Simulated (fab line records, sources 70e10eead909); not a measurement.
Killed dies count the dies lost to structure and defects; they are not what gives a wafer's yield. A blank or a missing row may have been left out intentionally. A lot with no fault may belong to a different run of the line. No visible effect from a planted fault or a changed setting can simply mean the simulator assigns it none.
fab line records	flow nand_harc
[record] lots = 4	wafers = 12	last_day = 31
route steps=1302 shown A_CHANNEL_HOLE_D2@585 A_CHANNEL_FILL_D2@610 END@1301
lots with no fault: from the same line, run without faults
start_h: start of the lot's first displayed wafer, in hours after the record's first day	wait_h: time in hours since the lot's previous step	" as in the row above	L1.1+2: a single row standing in for several wafers	- no value present, or no start provided	* or withheld: withheld	< > ~ a bound
route shown NAME@n: NAME is a module with steps in the file, n the number in the route of the first one	usual: mean/standard deviation of fault-free wafers	same: alike in all rows	chamber/n: place in a boat	sites: readings site by site	_std_site: how widely they spread, as a standard deviation	_edge_site: mean of outer sites minus mean of inner sites	radius_mm: for every site, how far away it sits from the centre of the wafer	mask NAME#n: copy n	behind: the tool/chamber that last shaped the wafer	hold: what put the lot on hold/how long, in hours/how the hold closed	device: whichever transistor did not switch (one of n, p or np)	end of line: the same wafers' tests at the end of the route	for a step that has no rows: nothing shown but its recipe	killed: dies lost to structure and defects at the first sort, not the wafer's yield	map: dies across one wafer; x = killed, . = not, _ = none there
set.NAME: setting as actually run; set.NAME@STEP: the setting as run at that earlier step	model.NAME: the simulator's own value behind a step, which no gauge read
lots at some steps of the route; a table a step, a row a wafer
services: the hour from which a tool's chamber was out of use, counted from the record's first day as start_h (under 0 if before that day), plus the number of hours and why
[[steps]]
[step NHARC_A_CHANNEL_HOLE_D2_DESCUM_15]
[recipe] time_s = 3	o2_flow_sccm = 200	ar_flow_sccm = 0	bias_power_w = 0	chemistry = O2
[step NHARC_A_CHANNEL_HOLE_D2_ETCH_38]
[recipe] target_depth_a = 390	over_etch_frac = 0.3	time_s = 65	ion_energy_ev = 80	cf4_flow_sccm = 150	ar_flow_sccm = 0	rf_w = 300	bias_w = 100	chemistry = CF4
[step NHARC_A_CHANNEL_HOLE_D2_ETCH_39]
[recipe] target_depth_a = 2600	over_etch_frac = 0.3	time_s = 325	ion_energy_ev = 200	n2_flow_sccm = 150	h2_flow_sccm = 150	ar_flow_sccm = 0	rf_w = 400	bias_w = 150	chemistry = N2/H2
[step NHARC_A_CHANNEL_HOLE_D2_ETCH_34]
[recipe] target_depth_a = 1540	time_s = 77	cf4_flow_sccm = 100	chf3_flow_sccm = 30	ar_flow_sccm = 0	rf_w = 500	bias_w = 200	chemistry = CF4/CHF3
[step NHARC_A_CHANNEL_HOLE_D2_ETCH_16]
[recipe] target_depth_a = 31000	over_etch_frac = 0.3	time_s = 806	ion_energy_ev = 150	o2_flow_sccm = 400	cos_flow_sccm = 20	ar_flow_sccm = 0	rf_w = 500	bias_w = 300	chemistry = O2/COS
[step NHARC_A_CHANNEL_HOLE_D2_ETCH_19]
[recipe] bias_v = 1200	source_w = 2500	pressure_mtorr = 15	time_s = 34.5	ar_flow_sccm = 375	c4f8_flow_sccm = 28.8	o2_flow_sccm = 96.2	temp_c = -20	target_depth_a = *	chemistry = C4F8/O2/Ar
[step NHARC_A_CHANNEL_HOLE_D2_ETCH_20]
[recipe] bias_v = 3000	source_w = withheld	pressure_mtorr = 20	time_s = 361.9	ar_flow_sccm = 375	c4f8_flow_sccm = 89.3	o2_flow_sccm = 35.7	temp_c = -20	target_depth_a = 16000	chemistry = C4F8/O2/Ar
[step NHARC_A_CHANNEL_HOLE_D2_ETCH_21]
[recipe] bias_v = 3000	source_w = withheld	pressure_mtorr = 20	time_s = 514.3	ar_flow_sccm = 375	c4f8_flow_sccm = 89.3	o2_flow_sccm = 35.7	temp_c = -20	target_depth_a = 16000	chemistry = C4F8/O2/Ar
[step NHARC_A_CHANNEL_HOLE_D2_ETCH_22]
[recipe] bias_v = 3000	source_w = withheld	pressure_mtorr = 20	time_s = 666.7	ar_flow_sccm = 375	c4f8_flow_sccm = 89.3	o2_flow_sccm = 35.7	temp_c = -20	target_depth_a = 16000	chemistry = C4F8/O2/Ar
[step NHARC_A_CHANNEL_HOLE_D2_ETCH_23]
[recipe] bias_v = 5000	source_w = withheld	pressure_mtorr = 20	time_s = 819	ar_flow_sccm = 375	c4f8_flow_sccm = 89.3	o2_flow_sccm = 35.7	temp_c = -20	target_depth_a = 16000	chemistry = C4F8/O2/Ar
[step NHARC_A_CHANNEL_HOLE_D2_ETCH_24]
[recipe] bias_v = 5000	source_w = withheld	pressure_mtorr = 20	time_s = 906.2	ar_flow_sccm = 375	c4f8_flow_sccm = 93.8	o2_flow_sccm = 31.2	temp_c = -20	target_depth_a = 15000	chemistry = C4F8/O2/Ar
[usual] drypump_motor_current_A = 5.67/0.28	he_backside_leak_sccm = 5.8/0.63	o2_flow_sccm = 31.21/0.098	showerhead_plenum_p_Torr = 3.637/0.029	throttle_valve_pct = 32.235/0.009
lot.wafer	tool	chamber	start_h	wait_h	drypump_motor_current_A	he_backside_leak_sccm	o2_flow_sccm	rf_hours_counter_h	showerhead_plenum_p_Torr	throttle_valve_pct
L135.2	har_etch-02	1	332.94	0.6	6.06	6.2	31.27	385	3.675	32.251
L135.4	"	0	"	"	5.32	7.1	31.11	-	3.651	32.253
L135.6	"	0	"	"	5.33	7.1	31.08	-	3.651	32.237
L136.1	har_etch-02	0	347.16	0.6	5.33	7.2	31.23	392	3.647	32.241
L136.4	"	1	"	"	6.04	5.9	31.09	-	3.670	32.224
L136.3	"	0	"	"	5.34	6.9	31.13	-	3.647	32.246
L137.2	har_etch-01	1	358.98	0.6	5.67	5.0	31.32	185	3.622	32.226
L137.4	"	0	"	"	5.60	5.6	31.15	-	3.677	32.243
L137.6	"	0	"	"	5.62	5.6	31.04	-	3.677	32.230
L148.2	har_etch-02	1	465.92	0.6	6.04	5.3	31.23	44	3.637	32.243
L148.1	"	0	"	"	5.34	6.0	31.12	44	3.613	32.235
L148.5	"	1	"	"	6.09	5.2	31.18	-	3.637	32.228
[step NHARC_A_CHANNEL_HOLE_D2_ETCH_25]
[recipe] bias_v = 5000	source_w = withheld	pressure_mtorr = 20	time_s = 1040.2	ar_flow_sccm = 375	c4f8_flow_sccm = 93.8	o2_flow_sccm = 31.2	temp_c = -20	target_depth_a = 15000	chemistry = C4F8/O2/Ar
[step NHARC_A_CHANNEL_HOLE_D2_ETCH_26]
[recipe] bias_v = 300	source_w = 2000	pressure_mtorr = 30	time_s = 224.1	ar_flow_sccm = 375	c4f8_flow_sccm = 11.4	o2_flow_sccm = 113.6	temp_c = -20	target_depth_a = 3000	chemistry = C4F8/O2/Ar
[step NHARC_A_CHANNEL_HOLE_D2_ETCH_27]
[recipe] bias_v = 400	source_w = 2000	pressure_mtorr = 25	time_s = 90	ar_flow_sccm = 375	c4f8_flow_sccm = 41.7	o2_flow_sccm = 83.3	temp_c = -20	target_depth_a = 4000	chemistry = C4F8/O2/Ar
[step NHARC_A_CHANNEL_HOLE_D2_STRIP_41]
[recipe] n2_flow_sccm = 150	h2_flow_sccm = 150	ar_flow_sccm = 0	bias_w = 0	chemistry = N2/H2
[step NHARC_A_CHANNEL_HOLE_D2_STRIP_42]
[recipe] cf4_flow_sccm = 100	chf3_flow_sccm = 30	ar_flow_sccm = 0	bias_w = 0	chemistry = CF4/CHF3
[step NHARC_A_CHANNEL_HOLE_D2_STRIP_43]
[recipe] o2_flow_sccm = 400	cos_flow_sccm = 20	ar_flow_sccm = 0	bias_w = 0	chemistry = O2/COS
[step NHARC_A_CHANNEL_HOLE_D2_ETCH_44]
[recipe] target_depth_a = 1400	overetch_a = 140	time_s = 77	ion_energy_ev = 100	cf4_flow_sccm = 80	o2_flow_sccm = 20	ar_flow_sccm = 0	rf_w = 300	bias_w = 100	chemistry = CF4/O2
[step NHARC_A_CHANNEL_HOLE_D2_STRIP_28]
[recipe] o2_flow_sccm = 500	ar_flow_sccm = 0	bias_w = 0	chemistry = O2
[step NHARC_A_CHANNEL_HOLE_D2_PRECLEAN_29]
[recipe] time_s = *	temp_c = 50	bath_age_min = 0	chemistry = SC1
[step NHARC_A_CHANNEL_HOLE_D2_SRD_30]
[step NHARC_A_CHANNEL_HOLE_D2_XSEM_32]
[recipe] landing_energy_ev = 35000
[usual] bot_cd_nm = 74.7/1.3	bow_nm = 8.73/0.29	tilt_deg = 0.08/0.038
lot.wafer	tool	chamber	start_h	wait_h	bot_cd_nm	bow_nm	tilt_deg
L135.2	xsem-01	0	336.28	0.1	75.8	15.47	0.15
L135.4	"	0	"	"	76.9	15.45	0.15
L135.6	"	0	"	"	75.3	15.36	0.15
L136.1	xsem-02	0	350.51	0.1	75.6	15.10	0.15
L136.3	"	0	"	"	76.4	15.07	0.14
L136.4	"	0	"	"	75.8	15.19	0.15
L137.2	xsem-02	0	362.34	0.1	75.1	8.90	0.12
L137.4	"	0	"	"	73.9	9.02	0.12
L137.6	"	0	"	"	73.0	8.99	0.11
L148.1	xsem-01	0	469.40	0.1	74.8	8.54	0.07
L148.2	"	0	"	"	73.3	8.57	0.07
L148.5	"	0	"	"	75.9	8.63	0.07
[step NHARC_A_CHANNEL_FILL_D2_PRECLEAN_00]
[recipe] time_s = *	temp_c = 50	bath_age_min = 0	chemistry = SC1
[step NHARC_A_CHANNEL_FILL_D2_SRD_01]
[step NHARC_A_CHANNEL_FILL_D2_ALD_02]
[recipe] target_thk_a = 60	pulse_time_s = 10	ald_cycles = 60	temp_c = 300	material = SiO2
[step NHARC_A_CHANNEL_FILL_D2_ALD_03]
[recipe] target_thk_a = 60	pulse_time_s = 60	ald_cycles = 58	temp_c = 630	pressure_torr = 2	material = SiNx
[step NHARC_A_CHANNEL_FILL_D2_ALD_14]
[recipe] target_thk_a = 25	pulse_time_s = 10	ald_cycles = 25	temp_c = 300	material = SiO2
[step NHARC_A_CHANNEL_FILL_D2_ALD_15]
[recipe] target_thk_a = 20	pulse_time_s = 60	ald_cycles = 19	temp_c = 630	pressure_torr = 2	material = SiNx
[step NHARC_A_CHANNEL_FILL_D2_ALD_16]
[recipe] target_thk_a = 15	pulse_time_s = 10	ald_cycles = 15	temp_c = 300	material = SiO2
[step NHARC_A_CHANNEL_FILL_D2_ANNEAL_17]
[recipe] temp_c = 850	time_s = 1800
[step NHARC_A_CHANNEL_FILL_D2_CVD_18]
[recipe] target_thk_a = 30	temp_c = 550	material = poly-Si
[step NHARC_A_CHANNEL_FILL_D2_ETCHBACK_19]
[recipe] target_depth_a = 50	time_s = 1.7	hbr_flow_sccm = 150	cl2_flow_sccm = 50	rf_w = 400	icp_w = 400	bias_w = 100	chemistry = HBr/Cl2
[step NHARC_A_CHANNEL_FILL_D2_ETCHBACK_20]
[recipe] target_depth_a = 270	time_s = 13.5	c4f8_flow_sccm = withheld	o2_flow_sccm = 8	ar_flow_sccm = withheld	rf_w = 600	bias_w = 1500	chemistry = C4F8/O2/Ar
[step NHARC_A_CHANNEL_FILL_D2_STRIP_28]
[recipe] time_s = 20	o2_flow_sccm = 500	ar_flow_sccm = 0	bias_w = 0	chemistry = O2
[step NHARC_A_CHANNEL_FILL_D2_PRECLEAN_21]
[recipe] time_s = 30	chemistry = dHF
[step NHARC_A_CHANNEL_FILL_D2_SRD_23]
[step NHARC_A_CHANNEL_FILL_D2_CVD_05]
[recipe] target_thk_a = 50	temp_c = 550	material = poly-Si
[step NHARC_A_CHANNEL_FILL_D2_ANNEAL_22]
[recipe] temp_c = 620	time_s = 7200
[step NHARC_END_WLT_00]
[usual] VT_DECK1_BOTTOM = 0.873/0.0078	VT_DECK1_BOTTOM_INNER = 0.873/0.0068	VT_DECK1_MEDIAN_NEAR_BOTTOM = 0.874/0.0075	VT_DECK1_MEDIAN_NEAR_BOTTOM_INNER = 0.874/0.0082	VT_DECK1_MIDDLE = 0.886/0.0072	VT_DECK1_MIDDLE_INNER = 0.885/0.007	VT_DECK1_TOP = 0.897/0.0074	VT_DECK1_TOP_INNER = 0.897/0.0069	VT_DECK2_BOTTOM = 0.870/0.0057	VT_DECK2_BOTTOM_INNER = 0.871/0.007	VT_DECK2_MEDIAN_NEAR_BOTTOM = 0.870/0.0065	VT_DECK2_MEDIAN_NEAR_BOTTOM_INNER = 0.871/0.0066	VT_DECK2_MIDDLE = 0.883/0.0056	VT_DECK2_MIDDLE_INNER = 0.883/0.006	VT_DECK2_TOP = 0.895/0.0061	VT_DECK2_TOP_INNER = 0.894/0.0063
lot.wafer	tool	chamber	start_h	wait_h	VT_DECK1_BOTTOM	VT_DECK1_BOTTOM_INNER	VT_DECK1_MEDIAN_NEAR_BOTTOM	VT_DECK1_MEDIAN_NEAR_BOTTOM_INNER	VT_DECK1_MIDDLE	VT_DECK1_MIDDLE_INNER	VT_DECK1_TOP	VT_DECK1_TOP_INNER	VT_DECK2_BOTTOM	VT_DECK2_BOTTOM_INNER	VT_DECK2_MEDIAN_NEAR_BOTTOM	VT_DECK2_MEDIAN_NEAR_BOTTOM_INNER	VT_DECK2_MIDDLE	VT_DECK2_MIDDLE_INNER	VT_DECK2_TOP	VT_DECK2_TOP_INNER
L135.2	prober-01	-	589.79	0.5	0.865	0.867	0.871	0.861	0.880	0.879	0.894	0.892	0.868	0.861	0.884	0.882	0.881	0.883	0.891	0.889
L135.4	"	-	"	"	0.879	0.876	0.883	0.878	0.891	0.888	0.895	0.898	0.868	0.874	0.883	0.878	0.874	0.889	0.889	0.897
L135.6	"	-	"	"	0.872	0.869	0.867	0.867	0.882	0.877	0.892	0.898	0.859	0.865	0.891	0.881	0.869	0.871	0.883	0.893
L136.1	prober-02	-	605.99	0.1	0.870	0.867	0.870	0.863	0.885	0.881	0.889	0.894	0.870	0.862	0.892	0.888	0.883	0.881	0.896	0.900
L136.3	"	-	"	"	0.864	0.860	0.867	0.867	0.887	0.883	0.889	0.896	0.874	0.881	0.894	0.897	0.884	0.889	0.904	0.896
L136.4	"	-	"	"	0.878	0.869	0.871	0.872	0.880	0.885	0.891	0.895	0.874	0.876	0.887	0.890	0.887	0.887	0.906	0.894
L137.2	prober-01	-	638.59	2.1	0.879	0.880	0.881	0.877	0.889	0.894	0.897	0.900	0.868	0.866	0.860	0.872	0.876	0.884	0.890	0.883
L137.4	"	-	639.61	3.1	0.877	0.874	0.884	0.882	0.896	0.881	0.899	0.903	0.868	0.869	0.860	0.864	0.876	0.882	0.893	0.887
L137.6	"	-	640.62	4.1	0.888	0.879	0.883	0.886	0.900	0.905	0.906	0.899	0.869	0.856	0.858	0.862	0.876	0.866	0.890	0.884
L148.1	prober-01	-	732.50	0.0	0.867	0.879	0.867	0.867	0.875	0.884	0.893	0.889	0.868	0.869	0.870	0.867	0.874	0.881	0.890	0.888
L148.2	"	-	"	"	0.863	0.870	0.868	0.866	0.884	0.882	0.890	0.894	0.862	0.862	0.860	0.865	0.880	0.872	0.887	0.892
L148.5	"	-	734.49	2.0	0.880	0.881	0.880	0.874	0.882	0.890	0.894	0.895	0.866	0.863	0.875	0.878	0.886	0.879	0.889	0.885
[step NHARC_END_SORT_01]
[recipe] temp_c = 25
[usual] killed_at_array = 55/20	killed_at_other = 1.1/1.2	killed_at_periphery = 3.8/2.8	killed_dies = 60/19	killed_open = 3.4/1.9	killed_short = 2.2/1.5
[same] gross_dies = 677
lot.wafer	tool	chamber	start_h	wait_h	killed_at_array	killed_at_other	killed_at_periphery	killed_dies	killed_open	killed_short
L137.2	prober-01	0	641.93	2.8	65	2	6	73	2	3
L137.4	prober-01	0	643.56	3.4	52	2	5	59	1	2
L137.6	prober-01	0	645.18	4.1	64	3	4	71	3	7
L148.1	prober-01	0	735.49	2.5	45	2	12	59	2	2
L148.2	prober-01	0	736.30	2.8	50	0	16	66	4	2
L148.5	prober-01	0	738.70	3.7	36	2	11	49	4	1
// killed by level:class
L137.2 A_CHANNEL_HOLE_D1:chamber_film_flake=40 A_CHANNEL_HOLE_D2:chamber_film_flake=12 P_ZERO_WELL:chamber_film_flake=2 P_CONTACT:chamber_film_flake=2 A_DECK1_JOINT:chamber_film_flake=2 A_WL_FILL:chamber_film_flake=2 THIN_TSV:chamber_film_flake=2 P_M2:geometric_particle:short=1
L137.4 A_CHANNEL_HOLE_D1:chamber_film_flake=28 A_CHANNEL_HOLE_D2:chamber_film_flake=11 A_STAIRCASE:chamber_film_flake=3 P_ZERO_WELL:chamber_film_flake=2 P_CONTACT:chamber_film_flake=2 A_CHANNEL_FILL_D2:chamber_film_flake=2 A_CONTACT:chamber_film_flake=2 THIN_TSV:chamber_film_flake=2
L137.6 A_CHANNEL_HOLE_D1:chamber_film_flake=31 A_CHANNEL_HOLE_D2:chamber_film_flake=15 A_DECK1_JOINT:chamber_film_flake=3 A_WL_FILL:geometric_particle:short=2 A_CONTACT:chamber_film_flake=2 THIN_TSV:chamber_film_flake=2 P_CONTACT:geometric_particle:short=1 P_M0:geometric_particle:open=1
L148.1 A_CHANNEL_HOLE_D1:chamber_film_flake=34 P_GATE:chamber_film_flake=8 A_SLIT:chamber_film_flake=3 A_STAIRCASE:chamber_film_flake=2 THIN_TSV:chamber_film_flake=2 A_CONTACT:chamber_film_flake=2 P_M0:geometric_particle:open=1 A_SOURCE_PLATE:geometric_particle:short=1
L148.2 A_CHANNEL_HOLE_D1:chamber_film_flake=39 P_GATE:chamber_film_flake=9 P_STI:chamber_film_flake=4 A_SLIT:chamber_film_flake=4 A_WL_FILL:chamber_film_flake=2 P_CONTACT:geometric_particle:open=1 P_M0:geometric_particle:open=1 A_ONON_D1:geometric_particle:open=1
L148.5 A_CHANNEL_HOLE_D1:chamber_film_flake=22 P_CONTACT:chamber_film_flake=4 A_CONTACT:chamber_film_flake=4 P_GATE:chamber_film_flake=3 A_SLIT:chamber_film_flake=2 A_M0:chamber_film_flake=2 THIN_TSV:chamber_film_flake=2 P_GATE:geometric_particle:open=1
[[services]]
tool	chamber	start_h	hours	kind
xsem-01	-	374.00	14.0	pm
har_etch-02	-	378.38	17.0	pm
har_etch-02	0	378.38	17.0	vent_cycle
har_etch-02	1	378.38	17.0	vent_cycle
har_etch-02	0	395.38	-	clean
har_etch-02	0	395.38	-	consumable_replace:focus_ring
har_etch-02	1	395.38	-	clean
har_etch-02	1	395.38	-	consumable_replace:focus_ring
[[key]]
[first_sign] step = NHARC_A_CHANNEL_HOLE_D2_XSEM_32	reading = bow_nm	direction = up	sigmas = 23	usual = 8.73	struck = 15.27
[effect] step = NHARC_END_WLT_00	reading = VT_DECK2_MEDIAN_NEAR_BOTTOM	direction = up	sigmas = 2.8	usual = 0.870	struck = 0.889
met_at NHARC_A_CHANNEL_HOLE_D2_ETCH_24
struck_wafers L135.2,L135.4,L135.6,L136.1,L136.3,L136.4
tester_left_out L135,L136
[fault] kind = process_parameter_drift	tool = har_etch-02	chamber = -	onset_h = 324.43	steps = NHARC_A_CHANNEL_HOLE_D2_ETCH_24	channel = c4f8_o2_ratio	offset = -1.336	shape = step	end_h = 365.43	acts_in = these_recipes_only	stated = 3
// tester_left_out: of these lots the tester's yield and bins aren't shown, on N5 and GAA mostly nor the transistor test; their killed dies are dies lost to structure and defects alone, not to doping, threshold or leakage, so they don't give the yield
